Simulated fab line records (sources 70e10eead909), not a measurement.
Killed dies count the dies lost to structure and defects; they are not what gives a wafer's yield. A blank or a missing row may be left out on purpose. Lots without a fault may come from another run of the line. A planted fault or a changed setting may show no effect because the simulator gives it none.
Matching of chambers	flow nandHarc	pecvd-03 running NHARC_P_M2_DEP_33: 3 sister chambers
The step deposits SiCN, target thk 30 nm. 6 wafers are shown with their chamber, then 12 later ones without.

WAFERS WITH THEIR CHAMBER
wafer	chamber	heaterPowerW (W)
L089.1	0	552
L089.2	2	650
L089.3	1	482
L089.4	1	475
L089.5	2	666
L089.6	0	575

WAFERS WHOSE CHAMBER IS MISSING
wafer	heaterPowerW (W)
L092.1	568
L092.2	485
L092.4	575
L092.3	598
L092.5	597
L092.6	488
L094.1	476
L094.4	553
L094.5	605
L097.1	543
L097.5	691
L097.6	550

WHICH CHAMBER EACH WENT THROUGH
wafer	from the rows above	in truth
L092.1	0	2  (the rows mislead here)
L092.2	1	1
L092.4	0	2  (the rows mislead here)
L092.3	0	0
L092.5	0	0
L092.6	1	1
L094.1	1	1
L094.4	0	0
L094.5	can't be placed: 0 or 2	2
L097.1	0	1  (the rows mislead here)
L097.5	2	2
L097.6	0	0
8 of 12 placed correctly. These rows do not allow placing 1 (true chamber among the candidates in 1). 3 placed wrongly.
How it was worked out, from the rows above alone: a wafer's distance from a chamber is the root of the sum, over the readings, of the square of ((its reading less the chamber's mean) divided by the reading's scatter). The wafer belongs to the nearest chamber; if the next one is less than 2 further off, it can't be placed. A chamber's mean is the mean of its shown wafers. The scatter: the root of (the sum of the squares of (reading less its chamber's mean) over the shown wafers, divided by (wafers less chambers)).
